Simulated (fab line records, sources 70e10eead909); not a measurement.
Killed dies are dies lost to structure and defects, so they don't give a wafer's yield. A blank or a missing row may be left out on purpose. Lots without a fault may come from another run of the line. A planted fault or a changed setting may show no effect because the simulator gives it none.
fab line records | flow nand_harc
record lots=24 wafers=72 last_day=34
route steps=1302 shown A_STAIRCASE@746
lots that met no fault: from a run of the same line without faults
start_h: hours from the record's first day to the start of the lot's first wafer shown | wait_h: hours since the lot's step before | " the same as in the row above | L1.1+2: a row that stands for several wafers | - no value, or no start given | * or withheld: withheld | < > ~ a bound
route shown NAME@n: a module of which the file shows steps, and the number in the route of the first | usual: mean/standard deviation of fault-free wafers | same: alike in all rows | chamber/n: place in a boat | sites: the reading at each site | _std_site: their standard deviation | _edge_site: outer sites' mean less inner sites' | radius_mm: how far each site lies from the wafer's centre | mask NAME#n: copy n | behind: the tool/chamber that last shaped the wafer | hold: why the lot was held/for how many hours/how that ended | device: the transistor (n, p or np) that didn't switch | end of line: the same wafers' tests at the end of the route | a step without rows: its recipe alone | killed: dies lost to structure and defects at the first sort, not the wafer's yield | map: a wafer's dies, x killed, . not, _ none there
set.NAME: the setting as run; set.NAME@STEP: as run at that earlier step | model.NAME: the simulator's own value behind a step, which no gauge read
steps of the route over a sample of lots; a table a step, a row a wafer
services: from which hour (start_h, from the record's first day; less than 0 if before it) a tool's chamber was out of use, for how many hours, and why
## steps
# step NHARC_A_STAIRCASE_ETCH_232
# recipe target_depth_a=1000 time_s=40.5 ion_energy_ev=400 c4f8_flow_sccm=20 o2_flow_sccm=10 ar_flow_sccm=withheld rf_w=600 bias_w=1000 chemistry=C4F8/O2
# usual oes_product_au=0.949/0.014 rf_vpp_V=896/6.2
# columns lot.wafer tool chamber start_h wait_h oes_product_au rf_hours_counter_h rf_vpp_V
L074.1 rie_diel-07 1 - - 0.932 17 889
L074.5 " 3 " " 0.954 - 903
L074.6 " 0 " " 0.926 - 904
L075.1 rie_diel-03 1 - - 0.954 21 900
L075.2 " 3 " " 0.941 22 896
L075.6 " 1 " " 0.947 - 901
L076.2 rie_diel-03 1 - - 0.946 26 899
L076.5 " 1 " " 0.949 - 899
L076.4 " 3 " " 0.954 - 894
L077.3 rie_diel-01 2 - - 0.950 3 888
L077.1 " 0 " " 0.943 3 903
L077.6 " 3 " " 0.929 - 888
L078.4 rie_diel-07 1 - - 0.956 32 887
L078.3 " 2 " " 0.955 32 900
L078.6 " 3 " " 0.955 - 904
L080.4 rie_diel-07 1 - - 0.945 34 888
L080.3 " 2 " " 0.964 34 901
L080.5 " 2 " " 0.960 - 900
L079.2 rie_diel-07 2 - - 0.965 37 899
L079.4 " 3 " " 0.954 35 902
L079.6 " 0 " " 0.958 - 904
L081.1 rie_diel-07 1 - - 0.933 40 887
L081.2 " 0 " " 0.924 37 905
L081.6 " 1 " " 0.947 - 886
L082.2 rie_diel-03 3 - - 0.978 46 894
L082.1 " 2 " " 0.949 44 887
L082.6 " 3 " " 0.964 - 894
L083.3 rie_diel-01 3 - - 0.941 24 890
L083.4 " 1 " " 0.949 24 893
L083.5 " 0 " " 0.952 - 902
L085.2 rie_diel-03 3 - - 0.989 2 895
L085.6 " 0 " " 0.949 - 893
L085.5 " 1 " " 0.964 - 900
L084.2 rie_diel-01 1 - - 0.945 29 893
L084.3 " 2 " " 0.952 32 887
L084.5 " 2 " " 0.955 - 886
L086.4 rie_diel-01 1 - - 0.941 32 894
L086.3 " 0 " " 0.942 32 904
L086.5 " 2 " " 0.947 - 889
L088.3 rie_diel-03 3 - - 0.974 9 895
L088.2 " 1 " " 0.954 9 899
L088.5 " 0 " " 0.940 - 894
L087.2 rie_diel-01 2 - - 0.977 41 887
L087.1 " 3 " " 0.955 40 890
L087.5 " 1 " " 0.962 - 894
L089.2 rie_diel-07 2 - - 0.967 10 899
L089.4 " 3 " " 0.970 9 902
L089.6 " 0 " " 0.949 - 903
L090.3 rie_diel-03 3 - - 0.971 16 896
L090.1 " 1 " " 0.945 15 899
L090.6 " 0 " " 0.932 - 893
L091.2 rie_diel-01 0 - - 0.947 45 902
L091.1 " 1 " " 0.962 47 895
L091.5 " 2 " " 0.959 - 888
L093.3 rie_diel-01 0 - - 0.953 51 903
L093.1 " 1 " " 0.947 55 894
L093.6 " 2 " " 0.947 - 887
L092.3 rie_diel-07 0 - - 0.945 27 902
L092.1 " 3 " " 0.958 26 901
L092.6 " 0 " " 0.936 - 903
L094.1 rie_diel-07 1 - - 0.933 26 886
L094.4 " 3 " " 0.944 29 901
L094.5 " 0 " " 0.927 - 903
L095.1 rie_diel-07 3 - - 0.945 35 903
L095.3 " 0 " " 0.926 35 903
L095.6 " 3 " " 0.942 - 902
L096.4 rie_diel-03 2 - - 0.919 45 904
L096.2 " 3 " " 0.960 39 893
L096.6 " 0 " " 0.920 - 894
L097.3 rie_diel-03 2 - - 0.947 47 905
L097.1 " 0 " " 0.946 43 893
L097.5 " 3 " " 0.966 - 893
# step NHARC_A_STAIRCASE_TRIM_235
# recipe time_s=211.2 o2_flow_sccm=500 ar_flow_sccm=0 bias_w=0 chemistry=O2
# usual drypump_motor_current_A=5.7/0.46 oes_product_au=1.006/0.012 rf_vpp_V=57.8/0.91 showerhead_plenum_p_Torr=3.55/0.17 throttle_valve_pct=17.037/0.0095
# columns lot.wafer tool chamber start_h wait_h drypump_motor_current_A oes_product_au rf_hours_counter_h rf_vpp_V showerhead_plenum_p_Torr throttle_valve_pct
L074.1 rie_diel-07 3 - - 5.9 1.022 16 57.9 3.73 17.025
L074.5 " 0 " " 5.9 0.998 - 57.8 3.76 17.036
L074.6 " 1 " " 5.4 0.998 - 57.6 3.31 17.031
L075.2 rie_diel-03 0 - - 4.8 1.025 20 57.4 3.48 17.062
L075.1 " 2 " " 6.2 1.007 23 58.5 3.28 17.024
L075.6 " 1 " " 6.3 1.014 - 56.5 3.64 17.034
L076.2 rie_diel-03 1 - - 6.3 1.018 27 57.9 3.64 17.041
L076.5 " 0 " " 4.8 1.003 - 57.9 3.48 17.022
L076.4 " 1 " " 6.3 1.007 - 56.4 3.64 17.026
L077.1 rie_diel-01 3 - - 4.9 1.004 4 58.5 3.37 17.024
L077.3 " 1 " " 6.1 1.002 3 58.2 3.48 17.055
L077.6 " 2 " " 5.4 1.008 - 57.2 3.31 17.047
L078.3 rie_diel-07 3 - - 5.8 1.028 30 58.5 3.72 17.040
L078.4 " 1 " " 5.5 1.002 32 55.2 3.30 17.048
L078.6 " 3 " " 5.8 1.022 - 57.8 3.72 17.028
L080.3 rie_diel-07 3 - - 5.8 1.024 32 58.9 3.72 17.056
L080.4 " 2 " " 5.9 1.025 34 58.2 3.63 17.025
L080.5 " 0 " " 5.9 1.002 - 57.6 3.75 17.027
L079.4 rie_diel-07 0 - - 5.9 1.003 33 57.8 3.75 17.043
L079.2 " 1 " " 5.4 0.997 36 57.3 3.30 17.037
L079.6 " 0 " " 5.9 0.999 - 57.6 3.75 17.035
L081.1 rie_diel-07 3 - - 5.8 1.018 39 58.9 3.71 17.033
L081.2 " 0 " " 5.9 1.003 37 59.6 3.75 17.034
L081.6 " 1 " " 5.5 1.002 - 57.4 3.30 17.026
L082.2 rie_diel-03 3 - - 5.8 1.026 47 57.8 3.49 17.046
L082.1 " 0 " " 4.8 1.007 46 57.2 3.47 17.037
L082.6 " 2 " " 6.2 0.993 - 57.3 3.27 17.028
L083.4 rie_diel-01 1 - - 6.1 1.014 24 57.6 3.47 17.028
L083.3 " 3 " " 5.0 0.998 25 57.2 3.36 17.023
L083.5 " 0 " " 5.1 1.002 - 59.1 3.73 17.031
L085.2 rie_diel-03 2 - - 6.2 0.991 6 58.5 3.80 17.024
L085.5 " 0 " " 4.8 1.006 - 57.0 3.46 17.041
L085.6 " 2 " " 6.2 0.993 - 58.8 3.80 17.029
L084.2 rie_diel-01 0 - - 5.1 0.997 30 58.0 3.72 17.049
L084.3 " 3 " " 5.0 1.005 33 57.0 3.35 17.041
L084.5 " 0 " " 5.1 0.997 - 57.9 3.72 17.042
L086.3 rie_diel-01 2 - - 5.4 1.016 35 56.8 3.30 17.040
L086.4 " 3 " " 5.0 0.998 35 57.0 3.35 17.055
L086.5 " 3 " " 5.0 0.996 - 57.6 3.35 17.024
L088.2 rie_diel-03 2 - - 6.2 0.980 12 59.5 3.80 17.044
L088.3 " 0 " " 4.8 1.001 14 56.6 3.46 17.025
L088.5 " 2 " " 6.2 0.978 - 58.5 3.80 17.046
L087.1 rie_diel-01 3 - - 5.0 0.996 40 56.7 3.35 17.038
L087.2 " 1 " " 6.0 1.003 38 58.1 3.46 17.045
L087.5 " 2 " " 5.4 1.001 - 56.5 3.29 17.022
L089.2 rie_diel-07 3 - - 5.8 1.010 9 58.0 3.70 17.036
L089.4 " 0 " " 5.9 1.003 9 58.3 3.74 17.028
L089.6 " 3 " " 5.9 1.002 - 58.8 3.70 17.039
L090.1 rie_diel-03 3 - - 5.8 1.041 16 57.8 3.48 17.050
L090.3 " 1 " " 6.3 1.022 15 58.3 3.61 17.038
L090.6 " 3 " " 5.8 1.038 - 56.8 3.48 17.016
L091.1 rie_diel-01 1 - - 6.0 0.993 47 56.6 3.46 17.038
L091.2 " 2 " " 5.4 1.004 51 56.2 3.29 17.044
L091.5 " 1 " " 6.1 0.991 - 57.1 3.46 17.021
L093.3 rie_diel-01 0 - - 5.1 1.004 51 58.3 3.71 17.032
L093.1 " 2 " " 5.4 1.007 59 57.8 3.29 17.030
L093.6 " 0 " " 5.1 0.993 - 57.2 3.71 17.041
L092.1 rie_diel-07 2 - - 5.9 1.008 29 59.3 3.61 17.028
L092.3 " 3 " " 5.9 1.004 26 58.6 3.69 17.063
L092.6 " 2 " " 5.9 0.989 - 58.6 3.61 17.037
L094.1 rie_diel-07 0 - - 5.9 0.988 30 58.8 3.73 17.028
L094.4 " 1 " " 5.5 1.007 26 57.0 3.28 17.042
L094.5 " 0 " " 5.9 0.984 - 57.7 3.73 17.024
L095.1 rie_diel-07 0 - - 5.9 0.996 35 57.6 3.72 17.024
L095.3 " 2 " " 5.9 1.003 36 57.6 3.60 17.038
L095.6 " 0 " " 5.9 0.981 - 57.6 3.72 17.035
L096.4 rie_diel-03 2 - - 6.2 0.986 45 59.1 3.78 17.051
L096.2 " 3 " " 5.8 1.024 39 55.5 3.46 17.024
L096.6 " 0 " " 4.8 1.013 - 58.0 3.44 17.050
L097.3 rie_diel-03 1 - - 6.3 1.016 41 57.3 3.60 17.042
L097.1 " 0 " " 4.8 1.020 44 59.5 3.44 17.031
L097.5 " 2 " " 6.2 0.997 - 58.9 3.78 17.041
# step NHARC_A_STAIRCASE_STRIP_254
# recipe power_w=1500 temp_c=250 chemistry=O2
# usual drypump_motor_current_A=5.6/0.4 heater_power_w=339/35
# columns lot.wafer tool chamber start_h wait_h drypump_motor_current_A heater_power_w rf_hours_counter_h
L074.1 plasma_asher-01 1 356.69 - 5.6 352 36
L074.5 " 0 " " 5.0 370 -
L074.6 " 1 " " 5.7 361 -
L075.1 plasma_asher-02 0 376.21 - 5.6 322 23
L075.2 " 1 " " 6.2 290 23
L075.6 " 1 " " 6.2 285 -
L076.2 plasma_asher-01 1 386.13 - 5.7 346 4
L076.4 " 0 " " 5.0 394 -
L076.5 " 0 " " 5.0 388 -
L077.1 plasma_asher-02 1 404.30 - 6.2 277 29
L077.3 " 0 " " 5.6 319 -
L077.6 " 0 " " 5.6 323 -
L078.3 plasma_asher-02 0 413.45 - 5.6 322 -
L078.4 " 1 " " 6.2 284 -
L078.6 " 1 " " 6.2 284 -
L080.4 plasma_asher-01 0 419.87 - 5.0 391 -
L080.3 " 1 " " 5.6 337 -
L080.5 " 0 " " 5.0 397 -
L079.2 plasma_asher-01 0 426.18 - 5.0 382 12
L079.4 " 0 " " 5.0 386 -
L079.6 " 1 " " 5.7 353 -
L081.1 plasma_asher-01 1 440.49 - 5.6 347 15
L081.2 " 0 " " 5.0 388 15
L081.6 " 0 " " 5.0 391 -
L082.1 plasma_asher-02 0 451.64 - 5.6 324 4
L082.2 " 1 " " 6.1 299 4
L082.6 " 0 " " 5.6 323 -
L083.4 plasma_asher-01 0 468.23 - 5.0 393 -
L083.3 " 1 " " 5.6 343 -
L083.5 " 0 " " 5.0 393 -
L085.2 plasma_asher-01 1 479.05 - 5.6 343 23
L085.5 " 0 " " 5.0 392 -
L085.6 " 1 " " 5.6 349 -
L084.2 plasma_asher-01 0 480.92 - 5.0 404 23
L084.3 " 0 " " 5.0 394 -
L084.5 " 0 " " 5.0 395 -
L086.4 plasma_asher-01 1 487.27 - 5.6 346 -
L086.3 " 0 " " 5.0 397 -
L086.5 " 1 " " 5.6 344 -
L088.2 plasma_asher-02 0 498.47 - 5.6 322 15
L088.3 " 1 " " 6.2 290 -
L088.5 " 0 " " 5.6 325 -
L087.1 plasma_asher-02 1 499.72 - 6.2 292 15
L087.2 " 0 " " 5.6 312 15
L087.5 " 0 " " 5.7 327 -
L089.2 plasma_asher-02 0 504.81 - 5.6 322 16
L089.4 " 1 " " 6.2 296 -
L089.6 " 0 " " 5.6 312 -
L090.1 plasma_asher-02 1 519.53 - 6.2 295 19
L090.3 " 1 " " 6.2 296 -
L090.6 " 1 " " 6.2 295 -
L091.1 plasma_asher-02 0 528.46 - 5.6 319 21
L091.2 " 1 " " 6.2 303 21
L091.5 " 0 " " 5.6 324 -
L093.1 plasma_asher-02 1 550.83 - 6.1 295 26
L093.3 " 0 " " 5.6 327 -
L093.6 " 0 " " 5.7 319 -
L092.1 plasma_asher-01 1 551.78 - 5.6 363 2
L092.3 " 1 " " 5.6 358 -
L092.6 " 1 " " 5.6 356 -
L094.1 plasma_asher-02 0 562.49 - 5.6 316 28
L094.4 " 1 " " 6.1 301 -
L094.5 " 0 " " 5.6 322 -
L095.1 plasma_asher-01 0 572.42 - 5.0 360 6
L095.3 " 1 " " 5.6 370 -
L095.6 " 1 " " 5.6 358 -
L096.2 plasma_asher-01 0 595.17 - 5.0 360 11
L096.4 " 1 " " 5.6 354 -
L096.6 " 1 " " 5.6 359 -
L097.1 plasma_asher-01 0 604.60 - 5.0 370 13
L097.3 " 0 " " 5.0 373 -
L097.5 " 1 " " 5.6 352 -
# step NHARC_A_STAIRCASE_HM_OPEN_457
# recipe o2_flow_sccm=400 cos_flow_sccm=20 ar_flow_sccm=0 rf_w=500 bias_w=300 chemistry=O2/COS
# usual drypump_motor_current_A=5.7/0.44 oes_product_au=1.003/0.012 rf_vpp_V=467/3.4 showerhead_plenum_p_Torr=3.13/0.16 throttle_valve_pct=28.331/0.0095
# columns lot.wafer tool chamber start_h wait_h drypump_motor_current_A oes_product_au rf_hours_counter_h rf_vpp_V showerhead_plenum_p_Torr throttle_valve_pct
L074.1 rie_diel-03 2 - - 6.2 0.993 19 463 2.90 28.331
L074.6 " 3 " " 5.8 1.001 - 466 3.10 28.348
L074.5 " 0 " " 4.8 1.001 - 466 3.08 28.314
L075.1 rie_diel-01 2 - - 5.4 0.995 62 464 2.93 28.321
L075.2 " 0 " " 5.1 0.997 59 470 3.31 28.334
L075.6 " 1 " " 6.0 0.995 - 467 3.08 28.348
L076.4 rie_diel-07 1 - - 5.4 0.996 27 464 2.92 28.344
L076.2 " 2 " " 5.9 1.027 28 471 3.22 28.347
L076.5 " 0 " " 6.0 0.999 - 471 3.33 28.348
L077.3 rie_diel-03 0 - - 4.8 0.992 32 466 3.07 28.355
L077.1 " 1 " " 6.3 0.994 35 469 3.22 28.323
L077.6 " 1 " " 6.4 0.993 - 470 3.22 28.342
L078.4 rie_diel-03 2 - - 6.2 1.001 33 461 2.90 28.333
L078.3 " 1 " " 6.3 0.996 37 467 3.22 28.330
L078.6 " 2 " " 6.2 0.994 - 462 2.90 28.333
L080.4 rie_diel-07 0 - - 5.9 1.003 34 471 3.32 28.342
L080.3 " 1 " " 5.4 1.005 36 463 2.92 28.325
L080.5 " 3 " " 5.8 1.025 - 470 3.29 28.336
L079.4 rie_diel-07 3 - - 5.8 1.025 36 470 3.29 28.329
L079.2 " 1 " " 5.4 1.001 38 461 2.92 28.340
L079.6 " 2 " " 5.9 1.024 - 468 3.22 28.333
L081.2 rie_diel-01 3 - - 5.0 1.005 18 463 2.97 28.328
L081.1 " 2 " " 5.4 1.005 20 462 2.92 28.326
L081.6 " 0 " " 5.1 1.007 - 472 3.30 28.330
L082.2 rie_diel-07 2 - - 5.9 1.025 44 470 3.21 28.332
L082.1 " 0 " " 5.9 0.997 39 472 3.32 28.344
L082.6 " 3 " " 5.8 1.017 - 472 3.29 28.350
L083.4 rie_diel-03 3 - - 5.8 1.032 1 466 3.08 28.351
L083.3 " 0 " " 4.8 0.997 4 466 3.06 28.331
L083.5 " 1 " " 6.3 1.007 - 468 3.20 28.322
L085.2 rie_diel-07 3 - - 5.8 0.999 0 471 3.28 28.334
L085.5 " 0 " " 5.9 0.977 - 470 3.32 28.322
L085.6 " 1 " " 5.4 0.993 - 463 2.91 28.317
L084.3 rie_diel-07 2 - - 5.9 1.006 1 468 3.21 28.317
L084.2 " 3 " " 5.8 1.021 1 472 3.28 28.328
L084.5 " 1 " " 5.5 0.994 - 461 2.91 28.318
L086.4 rie_diel-03 1 - - 6.3 1.007 7 470 3.20 28.328
L086.3 " 0 " " 4.8 1.001 11 464 3.06 28.335
L086.5 " 1 " " 6.3 1.008 - 469 3.20 28.337
L088.3 rie_diel-07 2 - - 5.9 1.015 10 469 3.20 28.325
L088.2 " 1 " " 5.4 1.004 9 464 2.91 28.340
L088.5 " 2 " " 5.9 1.012 - 470 3.20 28.346
L087.2 rie_diel-01 0 - - 5.1 0.986 38 469 3.29 28.341
L087.1 " 2 " " 5.4 1.009 42 462 2.91 28.345
L087.5 " 0 " " 5.1 0.996 - 470 3.29 28.332
L089.2 rie_diel-01 3 - - 5.0 0.995 43 465 2.96 28.336
L089.4 " 1 " " 6.1 0.994 40 466 3.06 28.328
L089.6 " 2 " " 5.4 0.997 - 464 2.91 28.327
L090.3 rie_diel-01 0 - - 5.1 0.999 44 471 3.29 28.317
L090.1 " 3 " " 5.0 1.004 48 464 2.96 28.332
L090.6 " 0 " " 5.1 1.006 - 469 3.29 28.338
L091.2 rie_diel-07 2 - - 5.9 1.004 22 469 3.20 28.344
L091.1 " 3 " " 5.8 1.017 20 470 3.27 28.348
L091.5 " 1 " " 5.5 1.006 - 463 2.90 28.331
L093.1 rie_diel-01 2 - - 5.4 0.986 59 462 2.90 28.346
L093.3 " 3 " " 4.9 1.003 55 463 2.95 28.328
L093.6 " 2 " " 5.4 1.002 - 462 2.90 28.327
L092.3 rie_diel-01 2 - - 5.4 0.985 61 463 2.90 28.328
L092.1 " 0 " " 5.1 0.977 53 472 3.28 28.336
L092.6 " 2 " " 5.4 0.989 - 463 2.90 28.340
L094.4 rie_diel-07 0 - - 5.9 0.995 34 471 3.30 28.333
L094.1 " 2 " " 5.9 1.001 34 469 3.19 28.340
L094.5 " 0 " " 5.9 0.990 - 469 3.30 28.336
L095.1 rie_diel-07 2 - - 5.9 1.003 37 469 3.19 28.327
L095.3 " 3 " " 5.8 1.000 36 470 3.26 28.344
L095.6 " 1 " " 5.5 1.003 - 462 2.90 28.334
L096.2 rie_diel-01 0 - - 5.1 1.004 12 471 3.28 28.327
L096.4 " 1 " " 6.0 0.987 12 465 3.05 28.303
L096.6 " 0 " " 5.1 1.018 - 470 3.28 28.339
L097.1 rie_diel-03 2 - - 6.2 0.998 48 472 3.35 28.338
L097.3 " 3 " " 5.8 1.027 42 466 3.06 28.332
L097.5 " 0 " " 4.8 1.025 - 466 3.05 28.324
# step NHARC_A_STAIRCASE_ETCH_451
# recipe target_depth_a=300 overetch_a=30 time_s=16.5 ion_energy_ev=100 cf4_flow_sccm=80 o2_flow_sccm=20 ar_flow_sccm=0 rf_w=300 bias_w=100 chemistry=CF4/O2
# usual drypump_motor_current_A=5.6/0.43 oes_product_au=1.003/0.013 rf_vpp_V=197.8/1.6 showerhead_plenum_p_Torr=1.34/0.069 throttle_valve_pct=13.397/0.0094
# columns lot.wafer tool chamber start_h wait_h drypump_motor_current_A oes_product_au rf_hours_counter_h rf_vpp_V showerhead_plenum_p_Torr throttle_valve_pct
L074.1 rie_diel-03 1 - - 6.3 0.995 19 197.9 1.38 13.402
L074.6 " 3 " " 5.8 1.008 - 198.2 1.32 13.384
L074.5 " 0 " " 4.8 1.010 - 197.2 1.32 13.413
L075.1 rie_diel-01 3 - - 4.9 0.996 61 196.5 1.27 13.388
L075.2 " 0 " " 5.1 1.000 59 200.1 1.42 13.383
L075.6 " 0 " " 5.1 1.000 - 199.7 1.42 13.387
L076.2 rie_diel-07 0 - - 5.9 0.999 23 198.4 1.43 13.401
L076.4 " 1 " " 5.4 0.993 27 196.4 1.25 13.391
L076.5 " 2 " " 5.9 1.024 - 198.2 1.38 13.405
L077.1 rie_diel-03 3 - - 5.8 1.029 35 197.5 1.32 13.406
L077.3 " 0 " " 4.8 1.011 32 197.6 1.31 13.397
L077.6 " 2 " " 6.2 1.005 - 196.2 1.24 13.399
L078.3 rie_diel-03 1 - - 6.3 1.003 37 199.1 1.38 13.394
L078.4 " 2 " " 6.2 1.005 33 194.8 1.24 13.387
L078.6 " 1 " " 6.3 0.991 - 198.7 1.38 13.397
L080.3 rie_diel-07 3 - - 5.8 1.013 35 198.8 1.41 13.402
L080.4 " 0 " " 5.9 0.999 34 198.8 1.42 13.388
L080.5 " 0 " " 5.9 1.000 - 199.1 1.42 13.396
L079.2 rie_diel-07 0 - - 5.9 0.987 35 199.7 1.42 13.381
L079.4 " 1 " " 5.4 1.008 38 195.3 1.24 13.401
L079.6 " 0 " " 5.9 1.004 - 200.1 1.42 13.387
L081.2 rie_diel-01 0 - - 5.1 1.011 17 200.3 1.41 13.387
L081.1 " 2 " " 5.4 1.000 20 195.5 1.25 13.403
L081.6 " 0 " " 5.1 0.998 - 199.5 1.41 13.390
L082.2 rie_diel-07 1 - - 5.4 1.001 43 194.8 1.24 13.396
L082.1 " 0 " " 5.9 0.988 39 197.6 1.42 13.399
L082.6 " 1 " " 5.4 0.993 - 196.4 1.24 13.408
L083.3 rie_diel-03 2 - - 6.2 0.984 5 200.8 1.44 13.409
L083.4 " 3 " " 5.8 1.026 1 197.3 1.32 13.396
L083.5 " 3 " " 5.8 1.038 - 197.5 1.32 13.394
L085.2 rie_diel-07 1 - - 5.4 0.995 0 195.8 1.24 13.394
L085.5 " 1 " " 5.4 1.010 - 196.6 1.24 13.406
L085.6 " 2 " " 5.9 1.009 - 198.6 1.37 13.406
L084.3 rie_diel-07 3 - - 5.8 1.004 1 200.5 1.41 13.411
L084.2 " 1 " " 5.4 0.997 2 195.2 1.24 13.411
L084.5 " 3 " " 5.8 1.007 - 199.0 1.41 13.403
L086.4 rie_diel-03 2 - - 6.2 0.997 11 201.5 1.44 13.394
L086.3 " 1 " " 6.3 1.013 7 199.1 1.37 13.373
L086.5 " 3 " " 5.8 1.033 - 196.8 1.32 13.401
L088.3 rie_diel-07 0 - - 5.9 0.989 9 199.7 1.42 13.416
L088.2 " 2 " " 5.9 1.004 10 198.4 1.37 13.410
L088.5 " 3 " " 5.8 0.997 - 199.0 1.40 13.390
L087.1 rie_diel-01 2 - - 5.4 0.996 42 195.7 1.24 13.401
L087.2 " 0 " " 5.1 0.990 38 198.4 1.41 13.399
L087.5 " 2 " " 5.4 1.002 - 196.1 1.24 13.419
L089.2 rie_diel-01 1 - - 6.1 1.002 40 196.4 1.31 13.397
L089.4 " 2 " " 5.4 1.005 44 194.2 1.24 13.393
L089.6 " 1 " " 6.0 1.007 - 196.6 1.31 13.389
L090.3 rie_diel-01 0 - - 5.1 1.009 44 199.5 1.41 13.405
L090.1 " 2 " " 5.4 1.005 49 196.7 1.24 13.407
L090.6 " 0 " " 5.1 1.004 - 198.7 1.41 13.402
L091.1 rie_diel-07 3 - - 5.8 1.015 20 198.7 1.40 13.388
L091.2 " 2 " " 5.9 1.000 22 198.3 1.37 13.386
L091.5 " 3 " " 5.8 1.007 - 199.0 1.40 13.380
L093.1 rie_diel-01 2 - - 5.4 0.997 59 194.1 1.24 13.380
L093.3 " 0 " " 5.1 0.997 52 199.0 1.41 13.393
L093.6 " 2 " " 5.4 0.990 - 197.1 1.24 13.405
L092.3 rie_diel-01 3 - - 5.0 0.992 56 195.9 1.26 13.390
L092.1 " 1 " " 6.0 0.992 57 198.1 1.31 13.398
L092.6 " 3 " " 4.9 1.006 - 196.9 1.26 13.399
L094.1 rie_diel-07 2 - - 5.9 1.004 34 198.8 1.37 13.396
L094.4 " 1 " " 5.5 1.000 28 196.1 1.24 13.392
L094.5 " 2 " " 5.9 1.017 - 198.1 1.37 13.403
L095.1 rie_diel-07 1 - - 5.4 1.003 31 194.8 1.24 13.392
L095.3 " 2 " " 5.9 1.004 37 199.7 1.36 13.393
L095.6 " 0 " " 5.9 0.982 - 199.1 1.41 13.383
L096.2 rie_diel-01 0 - - 5.1 1.011 12 199.1 1.40 13.400
L096.4 " 1 " " 6.0 1.013 12 197.2 1.30 13.398
L096.6 " 1 " " 6.0 1.006 - 196.5 1.30 13.404
L097.3 rie_diel-03 2 - - 6.2 0.990 48 199.0 1.44 13.401
L097.1 " 0 " " 4.8 1.011 44 196.0 1.30 13.403
L097.5 " 2 " " 6.2 0.988 - 198.7 1.43 13.389
# step NHARC_A_STAIRCASE_HM_DEP_459
# recipe target_thk_a=15000 temp_c=400 material=aC
# usual throttle_valve_pct=34.999/0.0092
# columns lot.wafer tool chamber start_h wait_h throttle_valve_pct
L074.1 acl_dep-01 0 364.75 0.1 35.005
L074.5 " 0 365.96 1.3 34.993
L074.6 " 0 " " 35.024
L075.1 acl_dep-02 0 382.94 0.1 34.994
L075.2 " 0 " " 34.991
L075.6 " 0 384.48 1.6 34.999
L076.2 acl_dep-03 0 397.87 1.8 34.991
L076.4 " 0 " " 35.007
L076.5 " 0 " " 35.000
L077.1 acl_dep-02 0 413.88 0.1 35.016
L077.3 " 0 " " 35.009
L077.6 " 0 " " 34.995
L078.3 acl_dep-02 0 421.86 2.0 34.999
L078.4 " 0 " " 35.000
L078.6 " 0 " " 34.996
L080.3 acl_dep-03 0 428.88 0.9 34.985
L080.4 " 0 " " 35.006
L080.5 " 0 " " 35.013
L079.2 acl_dep-01 0 435.50 1.9 34.989
L079.4 " 0 " " 34.990
L079.6 " 0 " " 34.988
L081.1 acl_dep-03 0 450.91 1.1 34.996
L081.2 " 0 " " 34.981
L081.6 " 0 452.45 2.6 35.012
L082.1 acl_dep-02 0 460.21 1.9 34.993
L082.2 " 0 " " 34.987
L082.6 " 0 461.77 3.5 35.008
L083.3 acl_dep-02 0 477.13 0.7 34.998
L083.4 " 0 " " 35.001
L083.5 " 0 " " 34.997
L085.2 acl_dep-02 0 489.17 3.1 34.998
L085.5 " 0 " " 35.000
L085.6 " 0 " " 35.010
L084.2 acl_dep-01 0 491.61 3.1 35.010
L084.3 " 0 " " 34.996
L084.5 " 0 " " 35.004
L086.3 acl_dep-01 0 496.99 1.8 35.001
L086.4 " 0 " " 34.991
L086.5 " 0 " " 34.993
L088.2 acl_dep-01 0 507.75 1.7 34.992
L088.3 " 0 " " 34.992
L088.5 " 0 " " 34.997
L087.1 acl_dep-03 0 509.18 1.3 35.002
L087.2 " 0 " " 35.001
L087.5 " 0 " " 35.010
L089.2 acl_dep-02 0 512.03 0.6 35.004
L089.4 " 0 " " 35.018
L089.6 " 0 " " 35.000
L090.1 acl_dep-01 0 526.22 0.1 34.989
L090.3 " 0 " " 34.998
L090.6 " 0 " " 34.998
L091.1 acl_dep-01 0 536.81 0.1 35.002
L091.2 " 0 " " 34.994
L091.5 " 0 " " 34.989
L093.1 acl_dep-02 0 560.80 1.7 35.006
L093.3 " 0 " " 35.009
L093.6 " 0 " " 34.999
L092.1 acl_dep-03 0 562.41 2.8 34.974
L092.3 " 0 " " 34.988
L092.6 " 0 " " 35.015
L094.1 acl_dep-01 0 571.44 1.4 35.008
L094.4 " 0 " " 34.990
L094.5 " 0 " " 34.992
L095.1 acl_dep-01 0 581.24 1.4 35.003
L095.3 " 0 " " 35.003
L095.6 " 0 " " 34.995
L096.2 acl_dep-01 0 604.04 1.7 35.000
L096.4 " 0 " " 34.994
L096.6 " 0 " " 35.002
L097.1 acl_dep-03 0 612.78 0.3 34.999
L097.3 " 0 " " 34.991
L097.5 " 0 " " 34.998
## services
# columns tool chamber start_h hours kind
plasma_asher-01 - 356.92 9.0 pm
rie_diel-01 0 358.28 6.1 repair
acl_dep-01 - 371.57 13.0 pm
rie_diel-07 - 372.59 1.2 repair
rie_diel-03 2 375.34 13.8 repair
rie_diel-01 - 381.53 9.0 pm
rie_diel-07 3 384.62 2.5 repair
rie_diel-01 3 410.09 2.7 repair
rie_diel-01 0 414.14 6.5 repair
plasma_asher-02 - 426.55 9.0 pm
acl_dep-02 - 430.35 13.0 pm
rie_diel-03 3 455.41 17.4 repair
rie_diel-03 - 458.34 9.0 pm
rie_diel-07 - 472.85 9.0 pm
rie_diel-03 1 476.61 8.3 repair
acl_dep-03 - 484.25 13.0 pm
plasma_asher-01 - 533.92 9.0 pm
rie_diel-07 1 533.96 17.1 repair
acl_dep-01 - 554.06 13.0 pm
rie_diel-01 - 558.53 9.0 pm
plasma_asher-01 - 569.25 0.5 repair
rie_diel-07 3 592.66 15.5 repair
plasma_asher-02 - 603.55 9.0 pm
acl_dep-02 - 611.35 13.0 pm
## key
fault none
